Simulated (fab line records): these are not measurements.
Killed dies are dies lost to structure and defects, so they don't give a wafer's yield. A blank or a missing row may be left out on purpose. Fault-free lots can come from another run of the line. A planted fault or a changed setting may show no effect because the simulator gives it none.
Which tool was responsible? :: flow nand harc :: 36 wafers from 12 lots sampled at 6 of the route's 1302 steps

## WHAT THE GAUGES READ, wafer by wafer
NHARC_A_CONTACT_CD_MEAS_15.
lot: L074
measured: day 23 01:05
on: cd sem-02
cd nm (nm): 189.9 190.5 189.6

lot: L077
measured: day 24 01:23
on: cd sem-02
cd nm (nm): 191.6 190.8 191.5

lot: L079
measured: day 24 06:45
on: cd sem-01
cd nm (nm): 191.0 191.2 191.1

lot: L080
measured: day 25 00:13
on: cd sem-03
cd nm (nm): 188.4 189.3 188.6

lot: L083
measured: day 26 10:39
on: cd sem-01
cd nm (nm): 190.2 190.1 189.9

lot: L086
measured: day 27 08:47
on: cd sem-02
cd nm (nm): 189.9 190.7 189.9

lot: L087
measured: day 28 07:29
on: cd sem-03
cd nm (nm): 191.0 190.5 190.5

lot: L088
measured: day 28 22:32
on: cd sem-03
cd nm (nm): 189.9 189.5 190.2

lot: L091
measured: day 30 14:27
on: cd sem-02
cd nm (nm): 190.6 190.8 189.3

lot: L093
measured: day 30 19:51
on: cd sem-01
cd nm (nm): 189.6 189.2 189.5

lot: L095
measured: day 31 06:08
on: cd sem-01
cd nm (nm): 188.6 189.3 188.6

lot: L097
measured: day 31 20:09
on: cd sem-02
cd nm (nm): 189.4 190.0 189.7

## WHAT TOOL EACH LOT RAN ON (gives the tool, then ch and the chambers of the sampled wafers, and finally the start)
lot: L074
NHARC_A_CONTACT_ETCH_124: har cap etch-03 ch 0,1, day 22 14:25
NHARC_A_CONTACT_DEP_84: acl dep-02 ch 0, day 22 18:21
NHARC_A_CONTACT_ETCH_134: har cap etch-01 ch 1, day 22 22:23
NHARC_A_CONTACT_ETCH_136: har cap etch-01 ch 1, day 22 23:01
NHARC_A_CONTACT_ETCH_92: rie diel-04 ch 0,1, day 23 00:45

lot: L077
NHARC_A_CONTACT_ETCH_124: har cap etch-03 ch 0,1, day 23 13:25
NHARC_A_CONTACT_DEP_84: acl dep-03 ch 0, day 23 19:56
NHARC_A_CONTACT_ETCH_134: har cap etch-02 ch 1, day 23 23:18
NHARC_A_CONTACT_ETCH_136: har cap etch-02 ch 1, day 23 23:46
NHARC_A_CONTACT_ETCH_92: rie diel-02 ch 0,1, day 24 01:09

lot: L079
NHARC_A_CONTACT_ETCH_124: har cap etch-02 ch 0,1, day 23 17:22
NHARC_A_CONTACT_DEP_84: acl dep-03 ch 0, day 24 01:02
NHARC_A_CONTACT_ETCH_134: har cap etch-01 ch 0,1, day 24 04:41
NHARC_A_CONTACT_ETCH_136: har cap etch-01 ch 0,1, day 24 05:10
NHARC_A_CONTACT_ETCH_92: rie diel-04 ch 0,2,3, day 24 06:32

lot: L080
NHARC_A_CONTACT_ETCH_124: har cap etch-03 ch 0,1, day 24 12:22
NHARC_A_CONTACT_DEP_84: acl dep-03 ch 0, day 24 18:23
NHARC_A_CONTACT_ETCH_134: har cap etch-03 ch 0,1, day 24 22:10
NHARC_A_CONTACT_ETCH_136: har cap etch-03 ch 0,1, day 24 22:38
NHARC_A_CONTACT_ETCH_92: rie diel-04 ch 2,3, day 25 00:00

lot: L083
NHARC_A_CONTACT_ETCH_124: har cap etch-03 ch 0,1, day 25 23:42
NHARC_A_CONTACT_DEP_84: acl dep-02 ch 0, day 26 05:07
NHARC_A_CONTACT_ETCH_134: har cap etch-01 ch 1, day 26 08:35
NHARC_A_CONTACT_ETCH_136: har cap etch-01 ch 1, day 26 09:03
NHARC_A_CONTACT_ETCH_92: rie diel-04 ch 0,3, day 26 10:26

lot: L086
NHARC_A_CONTACT_ETCH_124: har cap etch-03 ch 0,1, day 26 23:19
NHARC_A_CONTACT_DEP_84: acl dep-01 ch 0, day 27 02:53
NHARC_A_CONTACT_ETCH_134: har cap etch-02 ch 0,1, day 27 06:44
NHARC_A_CONTACT_ETCH_136: har cap etch-02 ch 0,1, day 27 07:13
NHARC_A_CONTACT_ETCH_92: rie diel-02 ch 0,1,2, day 27 08:35

lot: L087
NHARC_A_CONTACT_ETCH_124: har cap etch-01 ch 0,1, day 27 21:00
NHARC_A_CONTACT_DEP_84: acl dep-02 ch 0, day 28 01:36
NHARC_A_CONTACT_ETCH_134: har cap etch-01 ch 0, day 28 05:25
NHARC_A_CONTACT_ETCH_136: har cap etch-01 ch 0, day 28 05:54
NHARC_A_CONTACT_ETCH_92: rie diel-04 ch 0,1,3, day 28 07:14

lot: L088
NHARC_A_CONTACT_ETCH_124: har cap etch-03 ch 0,1, day 28 12:20
NHARC_A_CONTACT_DEP_84: acl dep-01 ch 0, day 28 16:48
NHARC_A_CONTACT_ETCH_134: har cap etch-02 ch 0,1, day 28 20:28
NHARC_A_CONTACT_ETCH_136: har cap etch-02 ch 0,1, day 28 20:56
NHARC_A_CONTACT_ETCH_92: rie diel-04 ch 0,1,3, day 28 22:20

lot: L091
NHARC_A_CONTACT_ETCH_124: har cap etch-03 ch 0,1, day 30 01:46
NHARC_A_CONTACT_DEP_84: acl dep-02 ch 0, day 30 08:39
NHARC_A_CONTACT_ETCH_134: har cap etch-03 ch 0,1, day 30 12:23
NHARC_A_CONTACT_ETCH_136: har cap etch-03 ch 0,1, day 30 12:52
NHARC_A_CONTACT_ETCH_92: rie diel-03 ch 0,1,3, day 30 14:15

lot: L093
NHARC_A_CONTACT_ETCH_124: har cap etch-01 ch 0,1, day 30 08:01
NHARC_A_CONTACT_DEP_84: acl dep-02 ch 0, day 30 14:16
NHARC_A_CONTACT_ETCH_134: har cap etch-01 ch 1, day 30 17:47
NHARC_A_CONTACT_ETCH_136: har cap etch-01 ch 1, day 30 18:16
NHARC_A_CONTACT_ETCH_92: rie diel-03 ch 0,1, day 30 19:38

lot: L095
NHARC_A_CONTACT_ETCH_124: har cap etch-03 ch 0,1, day 30 20:34
NHARC_A_CONTACT_DEP_84: acl dep-03 ch 0, day 31 00:40
NHARC_A_CONTACT_ETCH_134: har cap etch-02 ch 0,1, day 31 04:08
NHARC_A_CONTACT_ETCH_136: har cap etch-02 ch 0,1, day 31 04:38
NHARC_A_CONTACT_ETCH_92: rie diel-04 ch 0,1,3, day 31 05:57

lot: L097
NHARC_A_CONTACT_ETCH_124: har cap etch-01 ch 0,1, day 31 08:35
NHARC_A_CONTACT_DEP_84: acl dep-03 ch 0, day 31 14:23
NHARC_A_CONTACT_ETCH_134: har cap etch-03 ch 0,1, day 31 18:00
NHARC_A_CONTACT_ETCH_136: har cap etch-03 ch 0,1, day 31 18:32
NHARC_A_CONTACT_ETCH_92: rie diel-04 ch 0,2, day 31 19:56
- NHARC_A_CONTACT_ETCH_124: etches the open film in C4F8/O2/Ar, time 140 s, target depth 700 nm.
- NHARC_A_CONTACT_DEP_84: deposits aC, target thk 2800 nm.
- NHARC_A_CONTACT_ETCH_134: etches the open film in C4F8/O2/Ar, time 140 s, target depth 700 nm.
- NHARC_A_CONTACT_ETCH_136: etches the open film in C4F8/O2/Ar, time 311 s, target depth 1912 nm.
- NHARC_A_CONTACT_ETCH_92: etches the open film in CH3F/O2, target depth 40 nm, time 85.7 s.

## THE ANSWER, worked out from the rows above alone
Rule: the lots themselves supply what counts as usual. The widest of any qualifying gaps counts: lots, ordered by their means at a reading, are off when they make up no more than a third of the lots, leave a main group of 4 or more, and stand apart from it by 3 or more times the standard deviation of that group's means. A main group whose means are all the same, to the digits that the tables above print for the reading, isn't used. Also off: a lot with no number at a reading for which 4 or more lots have one. Where the step has rows for the other lots, those lots are counted as sound.
Across all readings shown, no lot is off: no conclusion can be drawn from this.

## WHAT THE SIMULATOR HAD INSERTED
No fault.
